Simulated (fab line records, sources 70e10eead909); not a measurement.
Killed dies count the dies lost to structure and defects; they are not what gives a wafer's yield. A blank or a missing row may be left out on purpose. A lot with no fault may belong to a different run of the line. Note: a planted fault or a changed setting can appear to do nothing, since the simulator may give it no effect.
fab line records    flow nandHarc
[record] lots = 12  wafers = 36  lastDay = 25
route steps=1159 shown P_GATE@216 P_CONTACT@244 P_M0@268 END@1159
lots untouched by any fault: they come from a run of this same line in which no faults occurred
startH: start of the lot's first displayed wafer, in hours after the record's first day    waitH: time in hours since the lot's previous step    " unchanged from the row above    L1.1+2: a single row standing in for several wafers    - no value, or no start was given    * or withheld: withheld    < > ~ a bound
route shown NAME@n: NAME is a module with steps in the file, n the number in the route of the first one    usual: mean/standard deviation of fault-free wafers    same: alike in all rows    chamber/n: place in a boat    sites: the reading at each site    _std_site: standard deviation of those values    _edge_site: inner sites' mean taken away from outer sites' mean    radiusMm: how far each site lies from the wafer's centre    mask NAME#n: copy n    behind: the most recent tool/chamber to have shaped the wafer    hold: why the lot was held/for how many hours/how that ended    device: whichever transistor did not switch (one of n, p or np)    end of line: tests of these same wafers at the route's end    a step with no rows: only its recipe    killed: dies that structure and defects cost at the first sort, which is not the same as the wafer's yield    map: dies across one wafer; x = killed, . = not, _ = none there
set.NAME: the setting as run; set.NAME@STEP: as run at that earlier step    model.NAME: the simulator's own value behind a step, which no gauge read
the route's steps for a sample of lots (tables are steps, rows are wafers)
services: a tool's chamber out of use, with start hour (startH, from the record's first day; less than 0 if before it), hours out, and reason
[[steps]]
[step NHARC_P_GATE_INSPECT_68]
[usual] rawDefectCount = 196/73
lot.wafer  tool              chamber  startH  waitH  rawDefectCount
L423.2     defectInspect-02  -        138.38  0.1    240
L423.3     "                 -        "       "      354
L423.4     "                 -        "       "      231
L427.1     defectInspect-01  -        156.26  0.2    136
L427.2     "                 -        "       "      175
L427.3     "                 -        "       "      137
L431.1     defectInspect-02  -        193.49  0.2    234
L431.4     "                 -        "       "      164
L431.5     "                 -        "       "      299
L432.1     defectInspect-01  -        197.53  0.2    119
L432.2     "                 -        "       "      125
L432.4     "                 -        "       "      101
L434.1     defectInspect-01  -        200.77  0.2    227
L434.2     "                 -        "       "      216
L434.5     "                 -        "       "      256
L435.1     defectInspect-02  -        205.17  0.2    83
L435.2     "                 -        "       "      141
L435.4     "                 -        "       "      175
L437.1     defectInspect-02  -        216.31  0.2    188
L437.3     "                 -        "       "      175
L437.4     "                 -        "       "      302
L438.3     defectInspect-01  -        224.25  0.1    154
L438.5     "                 -        "       "      151
L438.6     "                 -        "       "      194
L440.3     defectInspect-01  -        228.05  0.1    208
L440.5     "                 -        "       "      301
L440.6     "                 -        "       "      196
L439.1     defectInspect-01  -        228.22  0.2    213
L439.2     "                 -        "       "      162
L439.6     "                 -        "       "      125
L441.1     defectInspect-02  -        242.48  0.2    215
L441.2     "                 -        "       "      197
L441.4     "                 -        "       "      153
L442.1     defectInspect-02  -        251.86  0.2    320
L442.2     "                 -        "       "      119
L442.4     "                 -        "       "      148
[step NHARC_P_CONTACT_DEGAS_38]
[recipe] tempC = 300  timeS = 60
[usual] heaterPowerW = 461/49
lot.wafer  tool           chamber  startH  waitH  heaterPowerW
L423.4     pvdSputter-01  -        141.79  -      494
L423.3     "              -        "       "      497
L423.2     "              -        "       "      454
L427.2     pvdSputter-03  -        160.06  -      495
L427.3     "              -        "       "      421
L427.1     "              -        "       "      455
L431.1     pvdSputter-01  -        197.43  -      514
L431.4     "              -        "       "      552
L431.5     "              -        "       "      518
L432.4     pvdSputter-03  -        200.91  -      494
L432.1     "              -        "       "      426
L432.2     "              -        "       "      387
L434.2     pvdSputter-01  -        204.20  -      518
L434.1     "              -        "       "      505
L434.5     "              -        "       "      497
L435.2     pvdSputter-01  -        208.44  -      539
L435.4     "              -        "       "      489
L435.1     "              -        "       "      514
L437.4     pvdSputter-03  -        219.97  -      381
L437.1     "              -        "       "      510
L437.3     "              -        "       "      471
L438.3     pvdSputter-03  -        227.71  -      393
L438.6     "              -        "       "      381
L438.5     "              -        "       "      511
L440.3     pvdSputter-02  -        232.15  -      479
L440.5     "              -        "       "      506
L440.6     "              -        "       "      435
L439.1     pvdSputter-03  -        232.51  -      371
L439.2     "              -        "       "      497
L439.6     "              -        "       "      381
L441.4     pvdSputter-01  -        246.42  -      464
L441.1     "              -        "       "      518
L441.2     "              -        "       "      508
L442.4     pvdSputter-02  -        255.26  -      435
L442.2     "              -        "       "      492
L442.1     "              -        "       "      441
[step NHARC_P_M0_ETCH_15]
[recipe] targetDepthA = 1500  overetchA = 150  timeS = 82.5  c4f8FlowSccm = withheld  arFlowSccm = 400  rfW = 600  biasW = 300  chemistry = C4F8/Ar
[usual] oesProductAu = 0.964/0.02  rfVppV = 439.5/2.6  runLengthS = 103.7/0.39
lot.wafer  tool        chamber  startH  waitH  oesProductAu  rfHoursCounterH  rfVppV  runLengthS
L423.3     rieDiel-08  1        145.49  -      0.978         1                438.2   102.9
L423.2     "           2        "       "      0.985         1                438.8   93.2
L423.4     "           3        "       "      0.961         1                440.2   104.1
L427.3     rieDiel-08  3        164.59  -      0.960         1                441.8   104.4
L427.2     "           1        "       "      0.957         2                436.7   103.4
L427.1     "           2        "       "      0.955         1                439.4   93.3
L431.1     rieDiel-04  2        208.30  -      0.977         4                436.8   103.5
L431.4     "           1        "       "      0.970         7                439.8   103.3
L431.5     "           2        "       "      0.983         -                437.1   103.5
L432.4     rieDiel-04  1        213.56  -      0.969         8                438.8   103.5
L432.1     "           2        "       "      0.972         4                437.6   103.6
L432.2     "           3        "       "      0.950         8                444.7   104.0
L434.2     rieDiel-01  0        215.57  -      0.996         4                436.6   103.2
L434.1     "           3        "       "      0.992         6                439.4   103.2
L434.5     "           0        "       "      0.987         -                436.1   103.7
L435.1     rieDiel-04  0        216.00  -      0.958         8                436.8   103.9
L435.4     "           2        "       "      0.982         5                437.2   103.6
L435.2     "           3        "       "      0.971         8                446.0   103.9
L437.3     rieDiel-08  2        225.86  -      0.984         5                438.7   104.1
L437.1     "           0        "       "      0.968         5                440.7   103.4
L437.4     "           1        "       "      0.976         5                436.7   103.7
L438.3     rieDiel-01  3        230.70  -      1.006         7                441.1   103.5
L438.5     "           1        "       "      0.968         -                444.3   103.6
L438.6     "           2        "       "      0.998         -                439.3   104.5
L440.3     rieDiel-08  3        234.93  -      0.928         5                441.0   103.8
L440.5     "           0        "       "      0.927         -                439.7   104.0
L440.6     "           1        "       "      0.931         -                435.6   103.1
L439.1     rieDiel-04  1        235.26  -      0.978         10               439.8   103.4
L439.2     "           3        "       "      0.957         11               446.0   103.8
L439.6     "           2        "       "      0.961         -                437.2   103.5
L441.2     rieDiel-04  1        249.34  -      0.984         11               438.9   103.1
L441.1     "           2        "       "      0.978         9                437.6   104.3
L441.4     "           3        "       "      0.968         12               445.3   104.0
L442.2     rieDiel-04  1        262.87  -      0.980         12               439.8   103.1
L442.4     "           2        "       "      0.977         9                436.1   103.8
L442.1     "           3        "       "      0.961         13               446.0   104.0
[step NHARC_P_M0_ANNEAL_30]
[recipe] tempC = 225  timeS = 90
[usual] annealTempC = 225.02/0.16  wafer_temp_C_max = 225.95/0.25
lot.wafer  tool          chamber  startH  waitH  annealTempC  wafer_temp_C_max
L423.2     rtpAnneal-02  0        147.04  0.4    224.86       226.16
L423.3     "             0        "       "      225.06       225.99
L423.4     "             0        "       "      224.97       225.84
L427.1     rtpAnneal-01  0        166.08  -      225.15       225.86
L427.2     "             0        "       "      224.97       225.57
L427.3     "             0        "       "      225.28       225.77
L431.1     rtpAnneal-02  0        209.77  -      225.23       225.76
L431.4     "             0        "       "      224.99       225.84
L431.5     "             0        "       "      225.01       225.79
L432.1     rtpAnneal-01  0        215.04  -      225.20       226.00
L432.2     "             0        "       "      225.27       225.85
L432.4     "             0        "       "      224.95       226.00
L434.1     rtpAnneal-01  0        217.10  -      224.79       225.52
L434.2     "             0        "       "      225.10       225.40
L434.5     "             0        "       "      224.91       225.76
L435.1     rtpAnneal-01  0        217.51  0.3    225.14       225.91
L435.2     "             0        "       "      225.15       226.06
L435.4     "             0        "       "      224.83       225.95
L437.1     rtpAnneal-01  0        227.50  0.4    224.86       225.98
L437.3     "             0        "       "      224.89       225.83
L437.4     "             0        "       "      224.74       225.81
L438.3     rtpAnneal-01  0        232.47  0.3    225.06       225.85
L438.5     "             0        "       "      225.01       225.95
L438.6     "             0        "       "      224.94       225.87
L440.3     rtpAnneal-01  0        236.52  -      224.93       226.45
L440.5     "             0        "       "      225.28       226.32
L440.6     "             0        "       "      225.04       225.91
L439.1     rtpAnneal-01  0        236.81  -      224.98       225.78
L439.2     "             0        "       "      225.20       225.92
L439.6     "             0        "       "      224.82       225.95
L441.1     rtpAnneal-02  0        250.86  -      225.01       226.28
L441.2     "             0        "       "      225.09       225.99
L441.4     "             0        "       "      225.25       226.17
L442.1     rtpAnneal-02  0        264.39  0.4    225.00       226.15
L442.2     "             0        "       "      224.60       226.14
L442.4     "             0        "       "      224.75       226.27
[step NHARC_END_SORT_01]
[recipe] tempC = 25
[usual] defectLimitedYield = 95.3/1.7  killedAtArray = 28/11  killedAtOther = 0.5/0.85  killedAtPeriphery = 2.7/1.9  killedDies = 32/12  killedOpen = 3.3/1.6  killedShort = 2.1/1.5  sort_bin_2_pct = 1.5/0.71  sort_bin_3_pct = 0.25/0.23  sort_bin_4_pct = 3.0/1.1  sortNPass = 645/12  sortRimYieldPct = 95/3.1  sortYieldPct = 95.3/1.7
[same] grossDies = 677  sort_bin_5_pct[%] = 0  sort_bin_6_pct[%] = 0  sort_bin_7_pct[%] = 0  sort_bin_8_pct[%] = 0  sortRimNGross = 106.00
lot.wafer  tool       chamber  startH  waitH  hold                     defectLimitedYield[%]  killedAtArray  killedAtOther  killedAtPeriphery  killedDies  killedOpen  killedShort  sort_bin_2_pct[%]  sort_bin_3_pct[%]  sort_bin_4_pct[%]  sortNPass  sortRimYieldPct[%]  sortYieldPct[%]
L423.2     prober-01  0        489.13  2.8    awaitDispo/5.0h/release  0                      22             0              655                677         4           3            97.8               0.30               1.9                0          0                   0
L423.3     prober-01  0        489.93  3.1    awaitDispo/5.0h/release  95.9                   24             0              4                  28          1           1            1.5                0.15               2.5                649        100                 95.9
L423.4     prober-01  0        490.73  3.4    awaitDispo/5.0h/release  97.0                   15             0              5                  20          2           1            0.6                0.30               2.1                657        93                  97.0
L427.1     prober-01  0        498.43  2.5    awaitDispo/3.8h/release  0.1                    35             1              640                676         0           3            95.9               0.44               3.5                1          1                   0.1
L427.2     prober-01  0        499.24  2.8    awaitDispo/3.8h/release  94.4                   35             0              3                  38          4           2            0.9                0.59               4.1                639        90                  94.4
L427.3     prober-01  0        500.04  3.1    awaitDispo/3.8h/release  95.9                   26             2              0                  28          2           0            1.2                0.15               2.8                649        95                  95.9
L431.1     prober-01  0        525.81  2.5    -                        95.0                   30             0              4                  34          2           3            1.5                0.15               3.4                643        96                  95.0
L431.4     prober-01  0        528.20  3.4    -                        93.1                   37             0              10                 47          4           3            2.1                0.44               4.4                630        92                  93.1
L431.5     prober-01  0        529.00  3.7    -                        94.5                   32             1              4                  37          3           1            2.2                0.30               3.0                640        95                  94.5
L435.1     prober-02  0        548.36  2.5    -                        96.0                   26             0              1                  27          2           1            1.0                0.15               2.8                650        92                  96.0
L435.2     prober-02  0        549.16  2.8    -                        96.0                   27             0              0                  27          4           1            1.5                0                  2.5                650        94                  96.0
L435.4     prober-02  0        550.76  3.4    -                        95.7                   27             0              2                  29          3           0            1.2                0.30               2.8                648        94                  95.7
L432.1     prober-01  0        548.41  2.5    -                        91.9                   51             0              4                  55          6           2            2.5                0.30               5.3                622        96                  91.9
L432.2     prober-01  0        549.21  2.8    -                        93.5                   42             0              2                  44          4           1            2.4                0.30               3.8                633        92                  93.5
L432.4     prober-01  0        550.81  3.4    -                        94.8                   32             1              2                  35          2           4            2.2                0.30               2.7                642        92                  94.8
L434.1     prober-01  0        556.25  2.5    -                        96.9                   16             3              2                  21          2           3            0.4                0                  2.7                656        98                  96.9
L434.2     prober-01  0        557.05  2.8    -                        97.8                   14             0              1                  15          3           1            0.4                0                  1.8                662        100                 97.8
L434.5     prober-01  0        559.44  3.7    -                        96.9                   18             0              3                  21          5           3            1.0                0.15               1.9                656        98                  96.9
L437.1     prober-02  0        563.94  2.5    -                        98.1                   12             0              1                  13          1           2            0.4                0.15               1.3                664        97                  98.1
L437.3     prober-02  0        565.54  3.1    -                        96.5                   24             0              0                  24          4           4            0.3                0.44               2.8                653        96                  96.5
L437.4     prober-02  0        566.34  3.4    -                        97.0                   16             0              4                  20          2           3            1.5                0.15               1.3                657        99                  97.0
L439.1     prober-01  0        564.01  2.5    -                        93.4                   43             0              2                  45          4           3            2.7                0.44               3.5                632        89                  93.4
L439.2     prober-01  0        564.82  2.8    -                        91.9                   53             0              2                  55          5           3            1.9                0.30               5.9                622        90                  91.9
L439.6     prober-01  0        568.06  4.1    -                        93.8                   40             0              2                  42          3           0            1.3                0.74               4.1                635        93                  93.8
L438.3     prober-02  0        573.35  3.1    -                        95.7                   29             0              0                  29          0           1            1.9                0.30               2.1                648        95                  95.7
L438.5     prober-02  0        574.97  3.7    -                        93.2                   42             0              4                  46          3           1            1.6                0.74               4.4                631        98                  93.2
L438.6     prober-02  0        575.78  4.0    -                        92.9                   44             0              4                  48          4           3            2.4                0.15               4.6                629        90                  92.9
L440.3     prober-01  0        573.40  3.1    -                        93.5                   41             1              2                  44          2           2            2.7                0.15               3.7                633        92                  93.5
L440.5     prober-01  0        574.97  3.6    -                        94.2                   32             0              7                  39          5           3            1.2                0.15               4.4                638        98                  94.2
L440.6     prober-01  0        575.76  3.9    -                        95.7                   25             1              3                  29          0           3            0.9                0.30               3.1                648        93                  95.7
L441.1     prober-01  0        579.48  2.4    -                        92.6                   46             0              4                  50          4           2            3.2                0.15               4.0                627        95                  92.6
L441.2     prober-01  0        580.27  2.7    -                        92.3                   51             1              0                  52          0           1            1.6                0.30               5.8                625        99                  92.3
L441.4     prober-01  0        581.85  3.4    -                        93.9                   41             0              0                  41          0           1            2.1                0.30               3.7                636        93                  93.9
L442.1     prober-01  0        587.26  2.5    -                        95.0                   29             0              5                  34          4           1            1.9                0                  3.1                643        99                  95.0
L442.2     prober-01  0        588.06  2.8    -                        95.9                   27             0              1                  28          4           2            1.5                0.15               2.5                649        96                  95.9
L442.4     prober-01  0        589.67  3.4    -                        94.5                   31             0              6                  37          5           2            1.3                0.44               3.7                640        96                  94.5
// killed by level:class
L423.2 P_M0:areaEtch=650 A_SLIT:chamberFilmFlake=11 A_WL_FILL:chamberFilmFlake=3 P_ZERO_WELL:chamberFilmFlake=2 P_GATE:geometricParticle:open=1 A_ONON_D1:geometricParticle:open=1 A_ONON_D1:geometricParticle:short=1 A_CHANNEL_FILL_D1:geometricParticle:open=1
L423.3 A_SLIT:chamberFilmFlake=13 A_CHANNEL_HOLE_D1:chamberFilmFlake=5 A_STAIRCASE:chamberFilmFlake=4 P_BONDPAD:chamberFilmFlake=3 P_M0:geometricParticle:open=1 A_SOURCE_PLATE:geometricParticle:short=1 A_WL_FILL:chamberFilmFlake=1
L423.4 A_SLIT:chamberFilmFlake=8 P_BONDPAD:chamberFilmFlake=3 A_CHANNEL_FILL_D1:geometricParticle:open=2 A_STAIRCASE:chamberFilmFlake=2 A_CHANNEL_HOLE_D1:geometricParticle:short=1 P_ZERO_WELL:chamberFilmFlake=1 P_GATE:chamberFilmFlake=1 A_CHANNEL_HOLE_D1:chamberFilmFlake=1
L427.1 P_M0:areaEtch=639 A_CHANNEL_HOLE_D1:chamberFilmFlake=12 A_SLIT:chamberFilmFlake=11 A_STAIRCASE:chamberFilmFlake=3 A_WL_FILL:geometricParticle:short=2 A_ZERO_WELL:chamberFilmFlake=2 A_CONTACT:chamberFilmFlake=2 A_BONDPAD:chamberFilmFlake=2
L427.2 A_CHANNEL_HOLE_D1:chamberFilmFlake=15 A_SLIT:chamberFilmFlake=12 A_STAIRCASE:chamberFilmFlake=2 P_GATE:geometricParticle:open=1 P_M0:geometricParticle:open=1 P_M1:geometricParticle:short=1 A_ONON_D1:geometricParticle:open=1 A_CONTACT:geometricParticle:short=1
L427.3 A_SLIT:chamberFilmFlake=13 A_CHANNEL_HOLE_D1:chamberFilmFlake=7 A_STAIRCASE:chamberFilmFlake=2 THIN_TSV:chamberFilmFlake=2 A_WL_FILL:geometricParticle:open=1 A_CONTACT:geometricParticle:open=1 A_CHANNEL_FILL_D1:chamberFilmFlake=1 A_BONDPAD:chamberFilmFlake=1
L431.1 A_SLIT:chamberFilmFlake=15 A_CHANNEL_HOLE_D1:chamberFilmFlake=5 A_STAIRCASE:chamberFilmFlake=3 A_SOURCE_PLATE:geometricParticle:short=2 P_M1:chamberFilmFlake=2 A_CONTACT:chamberFilmFlake=2 P_CONTACT:geometricParticle:open=1 A_SGD_CUT:geometricParticle:short=1
L431.4 A_SLIT:chamberFilmFlake=16 A_CHANNEL_HOLE_D1:chamberFilmFlake=7 P_M1:chamberFilmFlake=5 A_CONTACT:chamberFilmFlake=4 P_STI:chamberFilmFlake=3 A_CONTACT:geometricParticle:open=2 A_M0:chamberFilmFlake=2 P_GATE:geometricParticle:open=1
L431.5 A_SLIT:chamberFilmFlake=15 A_CHANNEL_HOLE_D1:chamberFilmFlake=6 A_STAIRCASE:chamberFilmFlake=4 P_M1:chamberFilmFlake=3 A_CONTACT:chamberFilmFlake=3 P_GATE:geometricParticle:open=1 A_SGD_CUT:geometricParticle:open=1 A_WL_FILL:geometricParticle:short=1
L435.1 A_CHANNEL_HOLE_D1:chamberFilmFlake=14 A_CONTACT:chamberFilmFlake=5 A_STAIRCASE:chamberFilmFlake=3 P_CONTACT:geometricParticle:open=1 A_CHANNEL_FILL_D1:geometricParticle:open=1 A_CHANNEL_FILL_D1:geometricParticle:short=1 A_ZERO_WELL:chamberFilmFlake=1 A_WL_FILL:chamberFilmFlake=1
L432.1 A_SLIT:chamberFilmFlake=24 A_CHANNEL_HOLE_D1:chamberFilmFlake=16 A_WL_FILL:geometricParticle:open=3 A_STAIRCASE:chamberFilmFlake=3 P_CONTACT:geometricParticle:short=1 P_M0:geometricParticle:open=1 A_ONON_D1:geometricParticle:short=1 A_CONTACT:geometricParticle:open=1
L435.2 A_CHANNEL_HOLE_D1:chamberFilmFlake=16 A_CONTACT:chamberFilmFlake=4 A_M0:geometricParticle:open=2 A_STAIRCASE:chamberFilmFlake=2 A_CONTACT:geometricParticle:open=1 A_BLC:geometricParticle:open=1 A_M0:geometricParticle:short=1
L432.2 A_SLIT:chamberFilmFlake=20 A_CHANNEL_HOLE_D1:chamberFilmFlake=10 A_STAIRCASE:chamberFilmFlake=4 A_CONTACT:geometricParticle:open=2 A_CHANNEL_FILL_D1:chamberFilmFlake=2 A_CONTACT:chamberFilmFlake=2 P_M0:geometricParticle:open=1 A_WL_FILL:geometricParticle:open=1
L435.4 A_CHANNEL_HOLE_D1:chamberFilmFlake=17 A_STAIRCASE:chamberFilmFlake=4 A_CONTACT:chamberFilmFlake=3 P_M0:geometricParticle:open=1 A_STAIRCASE:geometricParticle:open=1 A_CONTACT:geometricParticle:open=1 P_M1:chamberFilmFlake=1 A_WL_FILL:chamberFilmFlake=1
L432.4 A_SLIT:chamberFilmFlake=14 A_CHANNEL_HOLE_D1:chamberFilmFlake=8 A_STAIRCASE:chamberFilmFlake=4 P_STI:geometricParticle:short=1 A_WL_FILL:geometricParticle:open=1 A_CONTACT:geometricParticle:open=1 A_CONTACT:geometricParticle:short=1 A_M0:geometricParticle:short=1
L434.1 A_CHANNEL_HOLE_D1:chamberFilmFlake=8 A_STAIRCASE:chamberFilmFlake=3 A_CONTACT:chamberFilmFlake=3 P_CONTACT:geometricParticle:open=1 A_ONON_D1:geometricParticle:short=1 A_WL_FILL:geometricParticle:short=1 STARTING-WAFER:geometricParticle:short=1 P_BONDPAD:chamberFilmFlake=1
L434.2 A_CHANNEL_HOLE_D1:chamberFilmFlake=4 A_STAIRCASE:chamberFilmFlake=4 A_CONTACT:chamberFilmFlake=2 P_CONTACT:geometricParticle:open=1 A_SGD_CUT:geometricParticle:short=1 A_CONTACT:geometricParticle:open=1 A_M0:geometricParticle:open=1 A_CHANNEL_FILL_D1:chamberFilmFlake=1
L434.5 A_CHANNEL_HOLE_D1:chamberFilmFlake=5 A_CONTACT:chamberFilmFlake=5 A_CHANNEL_FILL_D1:geometricParticle:open=2 P_M0:geometricParticle:open=1 P_M2:geometricParticle:short=1 A_ONON_D1:geometricParticle:open=1 A_CHANNEL_FILL_D1:chamberFilmFlake=1 A_SGD_CUT:geometricParticle:short=1
L437.1 A_CHANNEL_HOLE_D1:chamberFilmFlake=4 A_WL_FILL:chamberFilmFlake=2 P_CONTACT:geometricParticle:open=1 A_WL_FILL:geometricParticle:short=1 A_M0:geometricParticle:short=1 A_CHANNEL_FILL_D1:chamberFilmFlake=1 A_STAIRCASE:chamberFilmFlake=1 A_SLIT:chamberFilmFlake=1
L439.1 A_SLIT:chamberFilmFlake=17 A_CHANNEL_HOLE_D1:chamberFilmFlake=13 A_STAIRCASE:chamberFilmFlake=4 A_SGD_CUT:chamberFilmFlake=2 P_CONTACT:geometricParticle:short=1 A_ONON_D1:geometricParticle:open=1 A_CHANNEL_FILL_D1:geometricParticle:open=1 A_WL_FILL:geometricParticle:short=1
L439.2 A_CHANNEL_HOLE_D1:chamberFilmFlake=22 A_SLIT:chamberFilmFlake=17 A_CHANNEL_FILL_D1:geometricParticle:open=2 A_CONTACT:geometricParticle:open=2 P_ZERO_WELL:chamberFilmFlake=2 A_STAIRCASE:chamberFilmFlake=2 A_CONTACT:chamberFilmFlake=2 A_CHANNEL_FILL_D1:geometricParticle:short=1
L437.3 A_CHANNEL_HOLE_D1:chamberFilmFlake=5 A_WL_FILL:chamberFilmFlake=4 A_CONTACT:chamberFilmFlake=4 A_STAIRCASE:chamberFilmFlake=3 A_CONTACT:geometricParticle:open=2 A_ONON_D1:geometricParticle:short=1 A_CHANNEL_HOLE_D1:geometricParticle:open=1 A_STAIRCASE:geometricParticle:open=1
L437.4 A_CHANNEL_HOLE_D1:chamberFilmFlake=5 A_CONTACT:chamberFilmFlake=4 A_STAIRCASE:chamberFilmFlake=3 P_GATE:geometricParticle:short=1 P_M0:geometricParticle:open=1 A_ONON_D1:geometricParticle:short=1 A_WL_FILL:geometricParticle:short=1 A_CONTACT:geometricParticle:open=1
L439.6 A_CHANNEL_HOLE_D1:chamberFilmFlake=17 A_SLIT:chamberFilmFlake=16 P_BONDPAD:chamberFilmFlake=2 A_CONTACT:chamberFilmFlake=2 A_SGD_CUT:geometricParticle:open=1 A_WL_FILL:geometricParticle:open=1 A_CONTACT:geometricParticle:open=1 A_ZERO_WELL:chamberFilmFlake=1
L438.3 A_CHANNEL_HOLE_D1:chamberFilmFlake=10 A_SLIT:chamberFilmFlake=8 A_CONTACT:chamberFilmFlake=5 A_STAIRCASE:chamberFilmFlake=4 A_WL_FILL:geometricParticle:short=1 A_WL_FILL:chamberFilmFlake=1
L440.3 A_SLIT:chamberFilmFlake=21 A_CHANNEL_HOLE_D1:chamberFilmFlake=4 A_STAIRCASE:chamberFilmFlake=4 A_CONTACT:chamberFilmFlake=3 A_CONTACT:geometricParticle:open=2 A_CHANNEL_FILL_D1:chamberFilmFlake=2 A_SGD_CUT:chamberFilmFlake=2 P_M0:geometricParticle:short=1
L438.5 A_SLIT:chamberFilmFlake=20 A_CHANNEL_HOLE_D1:chamberFilmFlake=12 A_STAIRCASE:chamberFilmFlake=4 A_CONTACT:chamberFilmFlake=3 P_M0:geometricParticle:open=2 P_ZERO_WELL:chamberFilmFlake=2 A_WL_FILL:geometricParticle:short=1 A_WL_FILL:geometricParticle:open=1
L440.5 A_SLIT:chamberFilmFlake=13 A_CHANNEL_HOLE_D1:chamberFilmFlake=6 A_STAIRCASE:chamberFilmFlake=4 P_BONDPAD:chamberFilmFlake=3 A_CONTACT:chamberFilmFlake=3 A_CONTACT:geometricParticle:open=2 P_CONTACT:geometricParticle:open=1 P_M0:geometricParticle:open=1
L440.6 A_SLIT:chamberFilmFlake=12 A_CHANNEL_HOLE_D1:chamberFilmFlake=5 A_STAIRCASE:chamberFilmFlake=3 A_CONTACT:chamberFilmFlake=2 P_CONTACT:geometricParticle:short=1 A_ONON_D1:geometricParticle:short=1 A_CONTACT:geometricParticle:short=1 P_ZERO_WELL:chamberFilmFlake=1
L438.6 A_SLIT:chamberFilmFlake=19 A_CHANNEL_HOLE_D1:chamberFilmFlake=10 A_STAIRCASE:chamberFilmFlake=5 A_CONTACT:chamberFilmFlake=3 P_ZERO_WELL:chamberFilmFlake=2 A_WL_FILL:chamberFilmFlake=2 P_M0:geometricParticle:short=1 P_M2:geometricParticle:open=1
L441.1 A_SLIT:chamberFilmFlake=14 A_CHANNEL_HOLE_D1:chamberFilmFlake=10 A_CONTACT:chamberFilmFlake=7 A_BLC:chamberFilmFlake=5 A_STAIRCASE:chamberFilmFlake=4 A_M1:chamberFilmFlake=2 P_GATE:geometricParticle:open=1 P_CONTACT:geometricParticle:open=1
L441.2 A_SLIT:chamberFilmFlake=22 A_STAIRCASE:chamberFilmFlake=8 A_CHANNEL_HOLE_D1:chamberFilmFlake=6 A_BLC:chamberFilmFlake=6 A_M1:chamberFilmFlake=5 A_CONTACT:chamberFilmFlake=4 STARTING-WAFER:geometricParticle:short=1
L441.4 A_SLIT:chamberFilmFlake=19 A_CHANNEL_HOLE_D1:chamberFilmFlake=8 A_STAIRCASE:chamberFilmFlake=6 A_M1:chamberFilmFlake=3 A_CHANNEL_FILL_D1:chamberFilmFlake=2 A_CONTACT:chamberFilmFlake=2 A_SGD_CUT:geometricParticle:short=1
L442.1 A_SLIT:chamberFilmFlake=19 A_CONTACT:chamberFilmFlake=3 P_CONTACT:chamberFilmFlake=2 P_CONTACT:geometricParticle:short=1 P_CONTACT:geometricParticle:open=1 A_CHANNEL_FILL_D1:geometricParticle:open=1 A_SGD_CUT:geometricParticle:open=1 A_CONTACT:geometricParticle:open=1
L442.2 A_SLIT:chamberFilmFlake=17 A_CHANNEL_FILL_D1:chamberFilmFlake=3 A_CHANNEL_FILL_D1:geometricParticle:open=2 A_SGD_CUT:geometricParticle:short=1 A_CONTACT:geometricParticle:short=1 A_BLC:geometricParticle:open=1 A_M0:geometricParticle:open=1 P_CONTACT:chamberFilmFlake=1
L442.4 A_SLIT:chamberFilmFlake=14 A_STAIRCASE:chamberFilmFlake=5 P_CONTACT:chamberFilmFlake=4 A_CHANNEL_HOLE_D1:chamberFilmFlake=2 A_M1:chamberFilmFlake=2 P_CONTACT:geometricParticle:open=1 P_M0:geometricParticle:open=1 A_CHANNEL_HOLE_D1:geometricParticle:short=1
[[services]]
tool           chamber  startH  hours  kind
rieDiel-04     0        120.90  -      clean
rieDiel-04     1        120.90  -      clean
rieDiel-04     2        120.90  -      clean
rieDiel-04     3        120.90  -      clean
rieDiel-08     -        124.80  9.0    pm
rieDiel-01     -        137.85  9.0    pm
rieDiel-04     0        145.62  -      clean
rieDiel-04     1        145.62  -      clean
rieDiel-04     2        145.62  -      clean
rieDiel-04     3        145.62  -      clean
pvdSputter-01  -        158.00  10.0   pm
rieDiel-04     2        162.60  14.7   repair
rieDiel-01     0        165.12  5.2    repair
rieDiel-04     0        170.12  -      clean
rieDiel-04     1        170.12  -      clean
rieDiel-04     3        170.12  -      clean
rieDiel-04     0        194.62  -      clean
rieDiel-04     1        194.62  -      clean
rieDiel-04     2        194.62  -      clean
pvdSputter-02  -        204.09  1.2    repair
pvdSputter-02  -        211.80  0.9    repair
pvdSputter-02  -        214.02  10.0   pm
rieDiel-08     3        214.09  8.2    repair
rieDiel-04     -        254.37  0.4    repair
[[key]]
[firstSign] step = NHARC_P_M0_ETCH_15  reading = runLengthS  direction = down  sigmas = 27  usual = *  struck = *
[effect] step = NHARC_END_SORT_01  reading = killedAtPeriphery  direction = up  sigmas = 99+  usual = 2.7  struck = 647.5
[moreKillsBornAt] NHARC_P_M0_ETCH_15@rieDiel-08 = 1289
metAt NHARC_P_M0_ETCH_15
struckLots L423,L427
struckWafers L423.2,L427.1
laterRowsLeftOut L423.2,L427.1
notActingAt NHARC_P_GATE_INSPECT_68,NHARC_P_CONTACT_DEGAS_38,NHARC_P_M0_ANNEAL_30
[fault] kind = processParameterDrift  tool = rieDiel-08  chamber = 2  onsetH = 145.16  steps = NHARC_P_M0_ETCH_15  channel = timeS  offset = *  shape = step  endH = 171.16  actsIn = *  stated = *
// laterRowsLeftOut: the simulator's readings of these wafers behind a module that went badly wrong aren't trusted and aren't shown, but for the sort
